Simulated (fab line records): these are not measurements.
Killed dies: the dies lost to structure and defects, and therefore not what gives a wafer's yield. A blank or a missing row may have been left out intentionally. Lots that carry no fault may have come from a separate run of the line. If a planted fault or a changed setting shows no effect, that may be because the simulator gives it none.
Chamber matching	flow nandHarc	pecvd-03 running NHARC_A_STAIRCASE_DEP_325: 3 sister chambers
The step deposits SiO2, target thk 3800 nm. 14 wafers are shown with their chamber, then 7 later ones without.

== EACH WAFER AND ITS CHAMBER ==
wafer	chamber	heaterPowerW (W)	heaterPowerOuterW (W)
L326.2	1	612	350
L326.3	0	777	432
L326.4	1	496	273
L334.1	0	640	349
L334.4	0	632	323
L334.5	2	573	311
L335.1	1	546	311
L335.5	0	642	324
L335.6	1	493	273
L337.1	0	685	366
L337.3	2	700	410
L337.6	1	491	280
L339.1	1	510	299
L339.2	0	761	421

SIGNATURES, as means of the wafers listed above
reading	chamber 0	chamber 1	chamber 2	scatter within a chamber
heaterPowerW	689.50	524.67	636.50	60.4
heaterPowerOuterW	369.17	297.67	360.50	43.2
Rule: a wafer lies at a distance from a chamber equal to the root of the sum of squares, over the readings, of (its reading less the chamber's mean, divided by the reading's scatter). The wafer belongs to the nearest chamber; if the next one is less than 2 further off, it can't be placed. The scatter is the square root of a quotient: the sum, over the shown wafers, of each reading's squared deviation from its chamber's mean, divided by wafers minus chambers.

== WAFERS MISSING THEIR CHAMBER ==
wafer	heaterPowerW (W)	heaterPowerOuterW (W)
L339.4	479	268
L347.2	712	421
L347.3	748	404
L347.6	628	323
L349.2	759	432
L349.3	685	409
L349.6	617	318

== WHICH CHAMBER EACH ONE RAN IN ==
wafer	from the rows above	in truth
L339.4	1	1
L347.2	can't be placed: 0 or 2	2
L347.3	can't be placed: 0 or 2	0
L347.6	can't be placed: 2 or 0 or 1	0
L349.2	can't be placed: 0 or 2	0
L349.3	can't be placed: 0 or 2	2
L349.6	can't be placed: 2 or 1 or 0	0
1 of 7 placed correctly. Cannot be placed on the basis of these rows: 6; the candidates contain the true chamber in 6. Placed wrongly: 0.
